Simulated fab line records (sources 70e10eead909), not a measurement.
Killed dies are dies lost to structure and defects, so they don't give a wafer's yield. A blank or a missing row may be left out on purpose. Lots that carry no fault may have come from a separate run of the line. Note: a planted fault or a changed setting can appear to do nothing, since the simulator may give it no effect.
Which tool is to blame?	flow nand harc	24 lots, 72 wafers sampled, at 6 steps of a route of 1302

## WHAT THE GAUGES READ, wafer by wafer
NHARC_A_CONTACT_CD_MEAS_08: the cd target is 200 nm. Usual: 199.8 nm for cd nm, sd 0.57.
lot	measured	on	cd nm (nm)	flag
L076	day 22 23:14	cd sem-01	201.5 201.0 199.8	
L075	day 23 00:23	cd sem-01	199.4 200.5 199.8	
L077	day 23 02:06	cd sem-01	199.9 200.5 199.6	
L074	day 23 11:21	cd sem-03	200.8 200.8 200.3	
L078	day 23 19:58	cd sem-01	199.6 199.2 200.0	
L079	day 24 03:13	cd sem-03	199.3 198.7 198.9	
L080	day 24 03:48	cd sem-01	200.4 200.3 199.2	
L081	day 24 20:38	cd sem-01	199.6 200.1 200.4	
L082	day 25 06:12	cd sem-01	200.0 199.8 200.6	
L083	day 25 19:36	cd sem-03	200.2 199.7 200.0	
L084	day 26 07:03	cd sem-03	199.4 200.0 199.5	
L086	day 26 08:56	cd sem-03	199.3 198.7 198.9	
L085	day 26 16:20	cd sem-01	199.8 199.5 199.6	
L087	day 27 05:19	cd sem-02	200.0 200.1 199.9	
L089	day 28 04:37	cd sem-02	199.1 199.4 200.2	
L088	day 28 03:28	cd sem-02	199.7 200.1 200.2	
L091	day 28 20:23	cd sem-02	199.2 199.7 200.2	
L090	day 28 20:48	cd sem-02	199.7 199.4 199.1	
L092	day 29 13:25	cd sem-02	199.0 199.8 198.8	
L093	day 29 20:43	cd sem-01	200.1 199.3 199.8	
L094	day 30 17:20	cd sem-01	200.2 200.7 200.6	
L095	day 30 19:11	cd sem-02	199.9 199.4 200.0	
L096	day 31 04:32	cd sem-03	199.6 199.0 200.0	
L097	day 31 18:59	cd sem-03	199.8 199.8 199.2	

## WHICH TOOL RAN EACH LOT (tool, then ch and the chambers of the sampled wafers, then the start)
lot	NHARC_A_CONTACT_ETCH_122	NHARC_A_CONTACT_STRIP_55	NHARC_A_CONTACT_DEP_57	NHARC_A_CONTACT_ETCH_76	NHARC_A_CONTACT_ETCH_125
L076	har cap etch-03 ch 0,1, day 22 05:53	rie diel-08 ch 0,2, day 22 08:31 or earlier	acl dep-03 ch 0, day 22 08:31	rie diel-11 ch 0,2,3, day 22 14:20 or earlier	har cap etch-03 ch 0,1, day 22 14:20
L075	har cap etch-02 ch 0,1, day 22 05:53	rie diel-11 ch 0,3, day 22 12:18 or earlier	acl dep-01 ch 0, day 22 12:18	rie diel-11 ch 0,1, day 22 16:40 or earlier	har cap etch-02 ch 0,1, day 22 16:40
L077	har cap etch-02 ch 0,1, day 22 10:34	rie diel-11 ch 0,2,3, day 22 15:00 or earlier	acl dep-01 ch 0, day 22 15:00	rie diel-06 ch 0,1,3, day 22 19:52 or earlier	har cap etch-03 ch 0,1, day 22 19:52
L074	har cap etch-01 ch 0,1, day 22 16:07	rie diel-11 ch 1,2, day 22 21:34 or earlier	acl dep-01 ch 0, day 22 21:34	rie diel-11 ch 2,3, day 23 03:26 or earlier	har cap etch-01 ch 0,1, day 23 03:26
L078	har cap etch-01 ch 0,1, day 23 00:29	rie diel-08 ch 2,3, day 23 07:53 or earlier	acl dep-03 ch 0, day 23 07:53	rie diel-11 ch 0,1, day 23 14:10 or earlier	har cap etch-02 ch 0,1, day 23 14:10
L079	har cap etch-02 ch 0,1, day 23 09:32	rie diel-11 ch 0,2, day 23 14:36 or earlier	acl dep-01 ch 0, day 23 14:36	rie diel-11 ch 2,3, day 23 19:20 or earlier	har cap etch-01 ch 0,1, day 23 19:20
L080	har cap etch-01 ch 0,1, day 23 10:24	rie diel-08 ch 0,2,3, day 23 13:53 or earlier	acl dep-03 ch 0, day 23 13:53	rie diel-11 ch 1,2,3, day 23 20:20 or earlier	har cap etch-03 ch 0,1, day 23 20:20
L081	har cap etch-01 ch 0,1, day 24 05:57	rie diel-11 ch 0,1,2, day 24 08:52 or earlier	acl dep-03 ch 0, day 24 08:52	rie diel-11 ch 2,3, day 24 14:47 or earlier	har cap etch-02 ch 0,1, day 24 14:47
L082	har cap etch-03 ch 0,1, day 24 15:47	rie diel-11 ch 0,2, day 24 18:13 or earlier	acl dep-01 ch 0, day 24 18:13	rie diel-06 ch 1,2, day 25 00:19 or earlier	har cap etch-03 ch 0, day 25 00:19
L083	har cap etch-02 ch 0,1, day 25 04:33	rie diel-06 ch 0,2,3, day 25 06:52 or earlier	acl dep-01 ch 0, day 25 06:52	rie diel-11 ch 1,2,3, day 25 12:48 or earlier	har cap etch-03 ch 0,1, day 25 12:48
L084	har cap etch-02 ch 0,1, day 25 16:13	rie diel-11 ch 0,1,3, day 25 18:52 or earlier	acl dep-02 ch 0, day 25 18:52	rie diel-11 ch 0,2,3, day 26 00:46 or earlier	har cap etch-01 ch 0,1, day 26 00:46
L086	har cap etch-01 ch 0,1, day 25 16:28	rie diel-08 ch 1,2, day 25 20:17 or earlier	acl dep-03 ch 0, day 25 20:17	rie diel-08 ch 0,3, day 26 02:02 or earlier	har cap etch-03 ch 0,1, day 26 02:02
L085	har cap etch-02 ch 0,1, day 26 00:26	rie diel-11 ch 1,2,3, day 26 04:29 or earlier	acl dep-02 ch 0, day 26 04:29	rie diel-06 ch 0,1, day 26 09:23 or earlier	har cap etch-01 ch 0,1, day 26 09:23
L087	har cap etch-01 ch 0,1, day 26 13:07	rie diel-06 ch 0,3, day 26 17:28 or earlier	acl dep-01 ch 0, day 26 17:28	rie diel-08 ch 0,2,3, day 26 22:22 or earlier	har cap etch-03 ch 0,1, day 26 22:22
L089	har cap etch-02 ch 0,1, day 27 11:52	rie diel-11 ch 0,2,3, day 27 14:11 or earlier	acl dep-03 ch 0, day 27 14:11	rie diel-11 ch 1,2, day 27 18:35	har cap etch-02 ch 0,1, day 27 21:26
L088	har cap etch-03 ch 0,1, day 27 12:55	rie diel-11 ch 1,2,3, day 27 15:47 or earlier	acl dep-02 ch 0, day 27 15:47	rie diel-06 ch 0,1, day 27 21:17 or earlier	har cap etch-01 ch 0,1, day 27 21:17
L091	har cap etch-03 ch 0,1, day 28 02:29	rie diel-11 ch 0,2,3, day 28 07:55 or earlier	acl dep-03 ch 0, day 28 07:55	rie diel-11 ch 0,3, day 28 13:27 or earlier	har cap etch-01 ch 0,1, day 28 13:27
L090	har cap etch-01 ch 0,1, day 28 03:19	rie diel-11 ch 0,2,3, day 28 08:16 or earlier	acl dep-01 ch 0, day 28 08:16	rie diel-06 ch 0,1,2, day 28 14:09 or earlier	har cap etch-02 ch 0,1, day 28 14:09
L092	har cap etch-03 ch 1, day 28 21:46	rie diel-11 ch 0,2, day 29 01:14 or earlier	acl dep-01 ch 0, day 29 01:14	rie diel-11 ch 2,3, day 29 07:08 or earlier	har cap etch-02 ch 0,1, day 29 07:08
L093	har cap etch-01 ch 0,1, day 29 00:04	rie diel-08 ch 0,1,2, day 29 10:16 or earlier	acl dep-02 ch 0, day 29 10:16	rie diel-08 ch 0,1, day 29 14:37 or earlier	har cap etch-01 ch 0,1, day 29 14:37
L094	har cap etch-03 ch 0,1, day 30 02:52	rie diel-11 ch 0,1,3, day 30 05:12 or earlier	acl dep-02 ch 0, day 30 05:12	rie diel-11 ch 0,1, day 30 11:28 or earlier	har cap etch-03 ch 0,1, day 30 11:28
L095	har cap etch-01 ch 0,1, day 30 04:55	rie diel-08 ch 0,2,3, day 30 07:38 or earlier	acl dep-03 ch 0, day 30 07:38	rie diel-06 ch 1,2,3, day 30 13:29 or earlier	har cap etch-01 ch 0,1, day 30 13:29
L096	har cap etch-02 ch 1, day 30 09:40	rie diel-11 ch 0,1,3, day 30 12:16 or earlier	acl dep-02 ch 0, day 30 12:16	rie diel-06 ch 0,1, day 30 18:10 or earlier	har cap etch-02 ch 0,1, day 30 18:10
L097	har cap etch-03 ch 0,1, day 31 03:05	rie diel-08 ch 0,3, day 31 06:58 or earlier	acl dep-03 ch 0, day 31 06:58	rie diel-11 ch 0,2,3, day 31 11:44 or earlier	har cap etch-03 ch 0,1, day 31 11:44
- NHARC_A_CONTACT_ETCH_122: etches the open film in C4F8/O2/Ar, time 190 s, target depth 1850 nm.
- NHARC_A_CONTACT_STRIP_55: strips in O2.
- NHARC_A_CONTACT_DEP_57: deposits aC, target thk 5300 nm.
- NHARC_A_CONTACT_ETCH_76: etches the open film in N2/H2, target depth 260 nm, time 475.3 s.
- NHARC_A_CONTACT_ETCH_125: etches the open film in C4F8/O2/Ar, time 197 s, target depth 1918 nm.

## WHAT THE TOOLS THEMSELVES READ (means of the sampled wafers that have a number; where no wafer has one, the mark that the record gives instead)
NHARC_A_CONTACT_STRIP_55. Usual: drypump motor current A 5.8 A, standard deviation 0.31; oes product au 1.003 a.u., standard deviation 0.011; rf vpp V 57.6 V, standard deviation 0.86; showerhead plenum p Torr 3.42 Torr, standard deviation 0.084; throttle valve pct 17.036 %, standard deviation 0.0085.
lot	tool	drypump motor current A (A)	oes product au (a.u.)	rf vpp V (V)	showerhead plenum p Torr (Torr)	throttle valve pct (%)	flag
L076	rie diel-08	5.3	1.006	57.2	3.50	17.034	
L075	rie diel-11	6.1	0.995	58.1	3.39	17.036	
L077	rie diel-11	5.9	1.005	57.8	3.38	17.035	
L074	rie diel-11	5.8	0.995	57.4	3.46	17.047	
L078	rie diel-08	5.5	0.996	57.7	3.37	17.029	
L079	rie diel-11	5.8	0.991	57.9	3.36	17.034	
L080	rie diel-08	5.4	1.002	58.0	3.42	17.029	
L081	rie diel-11	5.8	0.997	57.8	3.39	17.025	
L082	rie diel-11	5.8	0.999	57.4	3.33	17.033	
L083	rie diel-06	6.0	0.996	57.8	3.52	17.038	
L084	rie diel-11	6.0	1.001	57.2	3.40	17.039	
L086	rie diel-08	5.5	1.006	58.3	3.50	17.041	
L085	rie diel-11	5.9	1.005	57.7	3.43	17.037	
L087	rie diel-06	5.6	0.994	58.3	3.61	17.032	
L089	rie diel-11	5.9	1.005	57.8	3.37	17.037	
L088	rie diel-11	5.9	1.014	57.6	3.43	17.036	
L091	rie diel-11	5.9	1.015	57.1	3.36	17.033	
L090	rie diel-11	5.9	1.008	57.4	3.36	17.037	
L092	rie diel-11	5.8	1.018	57.0	3.32	17.034	
L093	rie diel-08	5.5	1.008	57.7	3.49	17.038	
L094	rie diel-11	6.0	1.001	57.1	3.39	17.035	
L095	rie diel-08	5.4	0.999	57.7	3.40	17.041	
L096	rie diel-11	6.0	0.999	57.8	3.39	17.047	
L097	rie diel-08	5.3	1.004	56.4	3.40	17.040	

NHARC_A_CONTACT_DEP_57. Usual: 35.001 % for throttle valve pct, sd 0.0093.
lot	tool	throttle valve pct (%)	flag
L076	acl dep-03	35.004	
L075	acl dep-01	35.009	
L077	acl dep-01	35.001	
L074	acl dep-01	34.994	
L078	acl dep-03	35.003	
L079	acl dep-01	35.000	
L080	acl dep-03	34.991	
L081	acl dep-03	34.999	
L082	acl dep-01	34.989	
L083	acl dep-01	34.997	
L084	acl dep-02	34.995	
L086	acl dep-03	35.003	
L085	acl dep-02	35.007	
L087	acl dep-01	35.004	
L089	acl dep-03	34.996	
L088	acl dep-02	34.990	
L091	acl dep-03	35.004	
L090	acl dep-01	35.003	
L092	acl dep-01	35.008	
L093	acl dep-02	34.993	
L094	acl dep-02	34.998	
L095	acl dep-03	34.996	
L096	acl dep-02	35.002	
L097	acl dep-03	35.001	

NHARC_A_CONTACT_ETCH_76. Usual: drypump motor current A 5.9 A, standard deviation 0.31; oes product au 1.002 a.u., standard deviation 0.01; rf vpp V 428.8 V, standard deviation 2; showerhead plenum p Torr 1.98 Torr, standard deviation 0.064; throttle valve pct 14.171 %, standard deviation 0.0089.
lot	tool	drypump motor current A (A)	oes product au (a.u.)	rf vpp V (V)	showerhead plenum p Torr (Torr)	throttle valve pct (%)	flag
L076	rie diel-11	5.9	0.996	427.6	1.95	14.172	
L075	rie diel-11	5.9	0.998	428.5	1.97	14.173	
L077	rie diel-06	5.7	0.997	430.3	2.05	14.179	
L074	rie diel-11	5.9	1.000	428.2	1.97	14.170	
L078	rie diel-11	5.9	0.997	428.6	1.97	14.177	
L079	rie diel-11	6.0	1.006	428.0	1.97	14.171	
L080	rie diel-11	5.9	1.008	429.6	1.98	14.166	
L081	rie diel-11	6.0	1.007	429.5	1.97	14.173	
L082	rie diel-06	6.0	1.004	428.8	1.99	14.165	
L083	rie diel-11	5.9	1.013	429.0	1.98	14.165	
L084	rie diel-11	5.9	1.003	427.9	1.94	14.171	
L086	rie diel-08	5.3	1.007	429.2	1.98	14.177	
L085	rie diel-06	5.6	0.995	432.1	2.09	14.172	
L087	rie diel-08	5.4	1.011	428.8	1.97	14.172	
L089	rie diel-11	5.8	1.005	428.8	1.99	14.165	
L088	rie diel-06	5.6	0.992	432.4	2.09	14.167	
L091	rie diel-11	6.1	1.008	427.1	1.94	14.166	
L090	rie diel-06	5.9	0.994	430.0	2.03	14.181	
L092	rie diel-11	5.9	1.010	428.1	1.96	14.168	
L093	rie diel-08	5.4	1.017	430.0	2.02	14.172	
L094	rie diel-11	5.9	0.997	427.8	1.96	14.178	
L095	rie diel-06	6.1	0.998	428.8	1.98	14.175	
L096	rie diel-06	5.6	1.008	429.2	2.03	14.173	
L097	rie diel-11	5.9	1.011	427.5	1.93	14.173	

## THE ANSWER, worked out from the rows above alone
Rule: take the mean of a lot's wafers that have a number; if it is more than 3 standard deviations from the usual mean, the lot is off. A lot without any number at a reading at which 4 lots or more have one is off too. All remaining lots with rows at the step are treated as sound. After the gauges, taken in route order, come the tools' own readings; for these a lot's mean is taken, as printed above. At the first step where some lot is off, the reading lying furthest off is the one used; lots without a number count as furthest.
Nothing can be told from this: no lot is off at any reading shown.

## WHAT THE SIMULATOR PUT IN
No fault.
